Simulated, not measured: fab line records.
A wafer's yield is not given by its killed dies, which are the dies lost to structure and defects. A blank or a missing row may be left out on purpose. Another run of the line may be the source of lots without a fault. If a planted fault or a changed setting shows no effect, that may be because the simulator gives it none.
What tool caused it?	flow nandHarc	24 lots with 72 wafers sampled at 3 steps, on a route of 1159 steps

== WHAT EACH GAUGE READ, for each wafer ==
NHARC_P_GATE_CD_MEAS_91: target cd 2000 nm. Usual: 2000.1 nm for cdNm, sd 1.6.
lot	measured	on	cdNm (nm)	flag
L074	day 5 11:43	cdSem-01	2001.8 2001.7 2002.6	
L075	day 5 10:11	cdSem-03	1997.4 1999.7 1999.8	
L076	day 5 22:34	cdSem-01	2001.5 2001.0 2000.4	
L077	day 5 22:15	cdSem-02	2002.2 2000.9 2000.7	
L078	day 6 08:41	cdSem-01	1998.8 2001.0 2000.7	
L079	day 6 10:40	cdSem-03	2000.9 2002.0 2001.5	
L080	day 7 02:20	cdSem-01	1998.4 1997.4 1998.6	
L081	day 7 03:56	cdSem-02	1998.2 1998.6 1997.1	
L082	day 7 10:14	cdSem-01	1999.9 2001.0 1999.9	
L083	day 7 17:01	cdSem-01	2000.6 2000.2 2002.0	
L084	day 8 01:15	cdSem-01	1996.3 1998.5 2000.9	
L085	day 8 14:34	cdSem-03	1998.6 1999.5 1999.1	
L086	day 8 13:54	cdSem-01	1997.6 1998.9 1997.7	
L087	day 8 20:20	cdSem-01	1999.8 2000.7 1999.4	
L088	day 8 14:47	cdSem-01	1998.7 1998.4 1997.3	
L089	day 9 03:14	cdSem-02	2001.3 2002.5 2003.4	
L090	day 9 03:51	cdSem-02	2002.9 2003.5 2001.7	
L091	day 9 17:14	cdSem-03	2000.8 2003.2 2002.2	
L092	day 9 16:47	cdSem-03	2001.7 2001.6 2003.6	
L093	day 9 21:38	cdSem-03	1999.9 1999.4 1998.3	
L094	day 10 08:16	cdSem-02	1999.3 2001.3 1998.6	
L095	day 10 13:02	cdSem-02	1999.3 1999.9 2002.6	
L096	day 10 21:34	cdSem-03	1999.3 2001.4 2000.0	
L097	day 10 21:11	cdSem-01	1998.9 1999.1 1999.4	

== WHICH TOOL RAN EACH LOT (tool, then ch and the chambers of the sampled wafers, then the start) ==
lot	NHARC_P_ZERO_WELL_ETCH_65	NHARC_P_STI_DESCUM_14
L074	rieDiel-02 ch 0,2,3, day 1 13:29	rieDiel-10 ch 0,2,3, day 2 13:50
L075	rieDiel-12 ch 1,2,3, day 1 19:32	rieDiel-01 ch 0,1,3, day 2 14:00
L076	rieDiel-02 ch 1,2,3, day 2 01:29	rieDiel-01 ch 0,1,2, day 3 02:50
L077	rieDiel-03 ch 0,1, day 2 07:29	rieDiel-01 ch 0,1,3, day 3 02:59
L078	rieDiel-02 ch 0,2,3, day 2 13:28	rieDiel-06 ch 0,2, day 3 12:40
L079	rieDiel-12 ch 0,2,3, day 2 19:29	rieDiel-10 ch 0,2,3, day 3 18:52
L080	rieDiel-12 ch 1,2,3, day 3 01:29	rieDiel-01 ch 0,2,3, day 4 01:57
L081	rieDiel-12 ch 0,1,3, day 3 07:30	rieDiel-10 ch 0,1,3, day 4 02:07
L082	rieDiel-12 ch 0,1,2, day 3 13:29	rieDiel-01 ch 1,2,3, day 4 11:19
L083	rieDiel-02 ch 0,3, day 3 19:34	rieDiel-01 ch 0,1,2, day 4 19:11
L084	rieDiel-02 ch 1,3, day 4 01:34	rieDiel-06 ch 1,3, day 5 00:56
L085	rieDiel-12 ch 1,2, day 4 07:29	rieDiel-06 ch 0,2,3, day 5 08:23
L086	rieDiel-12 ch 1,2,3, day 4 13:23	rieDiel-01 ch 0,1,3, day 5 11:31
L087	rieDiel-12 ch 0,1,3, day 4 19:29	rieDiel-06 ch 0,1,3, day 5 18:58
L088	rieDiel-12 ch 0,1,2, day 5 01:35	rieDiel-10 ch 0,1,3, day 5 23:45
L089	rieDiel-12 ch 0,2,3, day 5 07:30	rieDiel-10 ch 0,2,3, day 6 06:54
L090	rieDiel-03 ch 1,3, day 5 13:31	rieDiel-01 ch 0,3, day 6 11:06
L091	rieDiel-12 ch 0,1,3, day 5 19:31	rieDiel-06 ch 1,2,3, day 6 21:52
L092	rieDiel-03 ch 0,2,3, day 6 01:31	rieDiel-10 ch 1,2, day 6 22:02
L093	rieDiel-02 ch 0,1, day 6 07:29	rieDiel-01 ch 0,1,2, day 7 05:24
L094	rieDiel-03 ch 0,3, day 6 13:29	rieDiel-06 ch 1,3, day 7 11:14
L095	rieDiel-12 ch 0,2,3, day 6 19:21	rieDiel-06 ch 0,2,3, day 7 17:12
L096	rieDiel-02 ch 1,2,3, day 7 01:23	rieDiel-01 ch 1,2,3, day 8 02:02
L097	rieDiel-12 ch 0,1,3, day 7 07:33	rieDiel-01 ch 0,1,3, day 8 02:13
- NHARC_P_ZERO_WELL_ETCH_65: etches the open film in N2/H2, target depth 80 nm, overetch 24 nm, time 87.88 s.
- NHARC_P_STI_DESCUM_14: chemistry O2, time 3 s.

== AS READ BY THE TOOLS THEMSELVES (means over the sampled wafers that have a number; for cases with no such wafer, the mark the record gives instead) ==
NHARC_P_ZERO_WELL_ETCH_65. Usual: drypumpMotorCurrentA 5.8 A, standard deviation 0.46; oesProductAu 1.000 a.u., standard deviation 0.0079; rfVppV 430.3 V, standard deviation 2.2; showerheadPlenumPTorr 2.03 Torr, standard deviation 0.076; throttleValvePct 14.171 %, standard deviation 0.0095.
lot	tool	drypumpMotorCurrentA (A)	oesProductAu (a.u.)	rfVppV (V)	showerheadPlenumPTorr (Torr)	throttleValvePct (%)	flag
L074	rieDiel-02	5.7	1.000	431.0	2.08	14.177	
L075	rieDiel-12	5.5	1.004	429.8	2.01	14.169	
L076	rieDiel-02	6.1	1.003	431.9	2.11	14.178	
L077	rieDiel-03	5.7	1.011	430.8	2.04	14.172	
L078	rieDiel-02	5.7	1.003	431.6	2.08	14.172	
L079	rieDiel-12	5.9	0.999	429.0	1.98	14.170	
L080	rieDiel-12	5.5	0.994	428.9	2.01	14.173	
L081	rieDiel-12	5.9	0.999	430.6	2.04	14.166	
L082	rieDiel-12	5.7	0.988	429.1	1.98	14.165	
L083	rieDiel-02	5.8	1.004	432.5	2.10	14.177	
L084	rieDiel-02	6.1	0.999	432.1	2.14	14.170	
L085	rieDiel-12	5.3	1.001	428.6	1.96	14.179	
L086	rieDiel-12	5.5	1.005	430.3	2.01	14.172	
L087	rieDiel-12	5.9	0.998	431.1	2.03	14.177	
L088	rieDiel-12	5.7	1.003	428.6	1.98	14.175	
L089	rieDiel-12	5.9	1.000	429.0	1.98	14.178	
L090	rieDiel-03	5.4	0.997	432.3	2.11	14.162	
L091	rieDiel-12	5.9	1.007	430.6	2.03	14.169	
L092	rieDiel-03	6.0	0.993	430.8	2.04	14.163	
L093	rieDiel-02	6.1	0.999	430.8	2.04	14.168	
L094	rieDiel-03	6.1	0.999	429.0	2.02	14.175	
L095	rieDiel-12	5.9	0.994	428.8	1.98	14.182	
L096	rieDiel-02	6.0	0.997	432.4	2.11	14.164	
L097	rieDiel-12	5.9	0.997	430.6	2.03	14.170	

NHARC_P_STI_DESCUM_14. Usual: drypumpMotorCurrentA 5.7 A, standard deviation 0.36; oesProductAu 0.999 a.u., standard deviation 0.0063; rfVppV 57.7 V, standard deviation 0.89; showerheadPlenumPTorr 1.88 Torr, standard deviation 0.064; throttleValvePct 11.311 %, standard deviation 0.0094.
lot	tool	drypumpMotorCurrentA (A)	oesProductAu (a.u.)	rfVppV (V)	showerheadPlenumPTorr (Torr)	throttleValvePct (%)	flag
L074	rieDiel-10	6.0	0.997	57.4	1.91	11.307	
L075	rieDiel-01	5.5	1.005	57.9	1.86	11.314	
L076	rieDiel-01	5.6	1.001	58.2	1.87	11.311	
L077	rieDiel-01	5.5	1.003	58.0	1.86	11.319	
L078	rieDiel-06	6.0	0.993	57.3	1.80	11.316	
L079	rieDiel-10	6.0	1.001	58.3	1.91	11.304	
L080	rieDiel-01	5.6	1.002	57.6	1.85	11.312	
L081	rieDiel-10	5.9	0.999	57.6	1.94	11.310	
L082	rieDiel-01	5.5	0.998	57.4	1.89	11.306	
L083	rieDiel-01	5.6	0.992	56.8	1.87	11.314	
L084	rieDiel-06	5.3	0.997	57.6	1.87	11.304	
L085	rieDiel-06	5.9	1.000	57.3	1.87	11.321	
L086	rieDiel-01	5.5	0.996	57.7	1.86	11.311	
L087	rieDiel-06	5.6	1.003	57.8	1.87	11.325	
L088	rieDiel-10	5.9	0.995	58.4	1.94	11.308	
L089	rieDiel-10	6.0	0.999	57.9	1.91	11.305	
L090	rieDiel-01	5.5	0.999	56.8	1.84	11.322	
L091	rieDiel-06	5.5	0.997	58.4	1.86	11.315	
L092	rieDiel-10	6.3	0.999	57.3	1.93	11.311	
L093	rieDiel-01	5.6	1.000	57.3	1.87	11.306	
L094	rieDiel-06	5.3	1.003	57.0	1.86	11.311	
L095	rieDiel-06	5.9	0.999	58.2	1.87	11.308	
L096	rieDiel-01	5.5	1.008	57.5	1.89	11.316	
L097	rieDiel-01	5.5	0.996	57.6	1.86	11.313	

== THE ANSWER, worked out from the rows above alone ==
Rule: a lot is off if the mean of its wafers that have a number lies more than 3 standard deviations from the usual mean. Also off: a lot with no number at a reading for which 4 or more lots have one. Any other lot the step has rows for is counted as sound. First the gauges in route order, then the tools' own readings, where a lot's mean is used as printed above. At the first step where some lot is off, the reading lying furthest off is the one used; lots without a number count as furthest.
No lot is off on any of the readings shown, so nothing can be concluded from this.

== WHAT THE SIMULATOR HAD INSERTED ==
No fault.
